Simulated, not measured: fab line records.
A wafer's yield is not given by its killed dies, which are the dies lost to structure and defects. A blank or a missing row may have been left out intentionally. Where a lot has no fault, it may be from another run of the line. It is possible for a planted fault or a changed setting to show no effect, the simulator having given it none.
Split-lot experiment	flow n5Finfet	7 lots, 21 wafers read, on a route of 1938 steps

== THE SPLIT ==
At N5_BEOL_M8_ETCH_65 (etches SiARC in CF4, target depth 15.6 nm, time 26 s), the setting sourceW was moved away from the recipe's 545 W on 8 of the 21 wafers read, by -17.5% to +15.5%. This setting was run at the recipe's value on the other wafers.

Reading taken at the split's own step.

== THE READING ==
rfVppV, in V, at N5_BEOL_M8_ETCH_65 (etches SiARC in CF4, target depth 15.6 nm, time 26 s). Typical for fault-free wafers on this fab line: 184.1 V, with standard deviation 1.3 V.

wafer	tool, chamber at the split	sourceW as run, W	against the recipe	rfVppV, V	against lot-mates on the recipe
L076.1	rieDiel-01, 2	545	recipe	183.0	-
L076.2	rieDiel-01, 0	629.3	+15.5%	177.1	-5.9
L076.5	rieDiel-01, 0	629.3	+15.5%	175.9	-7.1
L080.3	rieDiel-06, 1	510.3	-6.4%	186.2	+1.8
L080.5	rieDiel-06, 0	510.3	-6.4%	188.3	+3.9
L080.6	rieDiel-06, 3	545	recipe	184.4	-
L088.2	rieDiel-03, 2	545	recipe	186.1	-
L088.5	rieDiel-03, 2	545	recipe	184.1	-
L088.6	rieDiel-03, 1	545	recipe	183.7	-
L089.2	rieDiel-01, 0	545	recipe	185.8	-
L089.5	rieDiel-01, 3	545	recipe	183.1	-
L089.6	rieDiel-01, 1	545	recipe	184.8	-
L092.1	rieDiel-06, 3	449.6	-17.5%	195.8	+12.4
L092.3	rieDiel-06, 1	449.6	-17.5%	196.7	+13.3
L092.4	rieDiel-06, 2	545	recipe	183.4	-
L095.1	rieDiel-06, 3	510.5	-6.3%	185.8	+3.5
L095.4	rieDiel-06, 2	510.5	-6.3%	188.5	+6.2
L095.6	rieDiel-06, 0	545	recipe	182.3	-
L097.2	rieDiel-03, 3	545	recipe	186.7	-
L097.3	rieDiel-03, 2	545	recipe	185.4	-
L097.6	rieDiel-03, 2	545	recipe	184.1	-

THE FIT
A straight line over all 21 wafers: rfVppV changes by -0.581 V for each +1% of sourceW; r = -0.96; the points scatter about the line by 1.4 V.
The same after taking each lot's own level away (the mean of its wafers on the recipe; 21 wafers): -0.586 V for each +1%; r = -0.95; scatter 1.5 V.
On that fit, the largest move of sourceW shifts the reading by 10 V.
The lots' own levels span 182.30 to 185.40 V, that is 2.4 times the standard deviation above.
Consequently the slope shifts little with the lot-to-lot level, the two slopes agreeing.
Check: with one of the wafers moved furthest among these (-17.5%) left out of the fit, the line predicts +10.2 V for it against its lot-mates. It came out at +12.4 V against them.
Tool readings at the split's step, against how far the setting was moved: etchRfOnTimeS r = -0.93; rfVppV r = -0.96.

== ADDITIONAL SPLITS CARRIED BY THESE WAFERS ==
These wafers also went through other splits before the reading. Each is held against what the fit with the lots' levels taken away leaves over:
other split on the same wafers	wafers away from the commonest value	r with rfVppV (lot level and that fit taken away)
N5_BEOL_M3_COAT_22 spinRpm	10	+0.28
N5_BEOL_M4_EXPOSE_08 doseMj	8	+0.03
N5_BEOL_M4_ETCH_64 biasW	7	-0.10
N5_BEOL_M4_TRENCH_ETCH_37 biasW	8	+0.66
N5_BEOL_M5_ETCH_68 timeS	7	-0.13
N5_BEOL_M5_VIA_ETCH_34 sourceW	7	-0.18
N5_BEOL_M6_TRENCH_ETCH_37 biasW	9	-0.13
N5_BEOL_M6_ETCH_41 timeS	9	-0.32
N5_BEOL_M8_COAT_05 spinRpm	9	+0.14
N5_BEOL_M8_DEVELOP_10 developTimeS	10	+0.26

== THE WHOLE CHAIN: every reading that the file lists as answering this split, in the file's order ==
step	what it does	reading	change (the file's fit)	r (the file's)
N5_BEOL_M8_ETCH_65	etches SiARC in CF4, target depth 15.6 nm, time 26 s	etchRfOnTimeS	withheld for each +1% of the setting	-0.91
N5_BEOL_M8_ETCH_65	etches SiARC in CF4, target depth 15.6 nm, time 26 s	rfVppV	-0.6 V for each +1% of the setting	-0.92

== FILE'S OWN FIT ==
rfVppV changes by -0.6 V for each +1% of sourceW, r = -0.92.
